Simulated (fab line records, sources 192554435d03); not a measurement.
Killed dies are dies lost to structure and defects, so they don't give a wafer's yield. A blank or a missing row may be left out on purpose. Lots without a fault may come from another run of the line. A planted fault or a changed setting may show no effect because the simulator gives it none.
Which tool did it? | flow n5_finfet | 11 lots, 33 wafers sampled, at 5 steps of a route of 1938

WHAT THE GAUGES READ, wafer by wafer
N5_BEOL_M0_SAQP_CD_MEAS_29: target cd 14.4 nm.
lot  | measured     | on        | cd_nm (nm)
L076 | day 6 04:42  | cd_sem-03 | 14.95 15.00 15.09
L074 | day 6 16:38  | cd_sem-02 | 14.41 14.66 15.08
L079 | day 6 19:54  | cd_sem-03 | 14.93 15.12 15.09
L082 | day 7 20:17  | cd_sem-02 | 15.18 15.19 14.66
L084 | day 8 07:53  | cd_sem-03 | 15.35 14.61 14.67
L086 | day 8 23:25  | cd_sem-03 | 15.05 15.07 14.96
L088 | day 9 06:34  | cd_sem-03 | 14.75 14.96 15.24
L090 | day 9 17:43  | cd_sem-02 | 15.32 15.19 14.97
L092 | day 10 01:34 | cd_sem-03 | 15.24 14.98 15.05
L094 | day 10 13:26 | cd_sem-03 | 15.07 15.11 14.83
L096 | day 11 03:53 | cd_sem-01 | 14.82 15.09 14.89

WHICH TOOL RAN EACH LOT (tool, then ch and the chambers of the sampled wafers, then the start)
lot  | N5_MOL_CONTACT_COAG_STRIP_72       | N5_BEOL_M0_SAQP_PECVD_00        | N5_BEOL_M0_SAQP_DESCUM_19          | N5_BEOL_M0_SAQP_ETCH_84
L076 | rie_diel-06 ch 0,2,3, day 5 17:29  | pecvd-03 ch 0,2, day 5 21:51    | rie_diel-02 ch 0,1,3, day 6 00:22  | rie_diel-02 ch 0,1,3, day 6 00:27
L074 | rie_diel-06 ch 1,2, day 6 05:20    | pecvd-03 ch 0,1,2, day 6 10:57  | rie_diel-04 ch 1,2,3, day 6 12:47  | rie_diel-04 ch 1,2,3, day 6 12:53
L079 | rie_diel-05 ch 1,3, day 6 08:58    | pecvd-03 ch 1,2, day 6 13:57    | rie_diel-02 ch 2,3, day 6 15:54    | rie_diel-02 ch 2,3, day 6 15:59
L082 | rie_diel-05 ch 1,2, day 7 11:05    | pecvd-02 ch 0,2, day 7 15:28    | rie_diel-02 ch 0,3, day 7 16:32    | rie_diel-02 ch 0,3, day 7 16:37
L084 | rie_diel-05 ch 0,1,2, day 7 21:22  | pecvd-04 ch 0,1,2, day 8 01:53  | rie_diel-02 ch 0,2,3, day 8 03:25  | rie_diel-02 ch 0,2,3, day 8 03:31
L086 | rie_diel-05 ch 1,2,3, day 8 11:40  | pecvd-04 ch 0,2, day 8 16:06    | rie_diel-02 ch 2,3, day 8 18:00    | rie_diel-02 ch 2,3, day 8 18:05
L088 | rie_diel-05 ch 2,3, day 8 19:32    | pecvd-04 ch 0,1,2, day 8 23:56  | rie_diel-04 ch 0,1,3, day 9 02:05  | rie_diel-04 ch 0,1,3, day 9 02:10
L090 | rie_diel-05 ch 1,2, day 9 09:00    | pecvd-03 ch 0,1, day 9 13:23    | rie_diel-01 ch 0,2,3, day 9 14:23  | rie_diel-01 ch 0,2,3, day 9 14:28
L092 | rie_diel-03 ch 0,1,2, day 9 15:46  | pecvd-04 ch 0,1,2, day 9 20:08  | rie_diel-04 ch 0,1,3, day 9 22:12  | rie_diel-04 ch 0,1,3, day 9 22:17
L094 | rie_diel-05 ch 0,3, day 10 03:35   | pecvd-03 ch 0,2, day 10 08:10   | rie_diel-02 ch 0,1,2, day 10 09:11 | rie_diel-02 ch 0,1,2, day 10 09:16
L096 | rie_diel-03 ch 0,2,3, day 10 17:29 | pecvd-04 ch 0,1,2, day 10 22:41 | rie_diel-02 ch 0,2, day 11 00:13   | rie_diel-02 ch 0,2, day 11 00:19
- N5_MOL_CONTACT_COAG_STRIP_72: strips in N2/H2.
- N5_BEOL_M0_SAQP_PECVD_00: deposits SiCN from 3MS/NH3, target thk 8 nm, time 14 s.
- N5_BEOL_M0_SAQP_DESCUM_19: chemistry O2, time 7.9 s.
- N5_BEOL_M0_SAQP_ETCH_84: etches SOC in N2/H2, target depth 100 nm, overetch 20 nm, time 150 s.

THE ANSWER, worked out from the rows above alone
Rule: what is usual is taken from the lots themselves. Put in order of their means at a reading, lots are off if they are a third of the lots or fewer, leave a main group of 4 or more, and stand apart from it by a gap of 3 or more times the standard deviation of the main group's means; of several such gaps the widest counts. A main group whose means are all the same, to the digits that the tables above print for the reading, isn't used. A lot without any number at a reading at which 4 lots or more have one is off too. The other lots that the step has rows for count as sound.
No lot is off at any reading shown: from this, nothing can be told.

WHAT THE SIMULATOR HAD PUT IN
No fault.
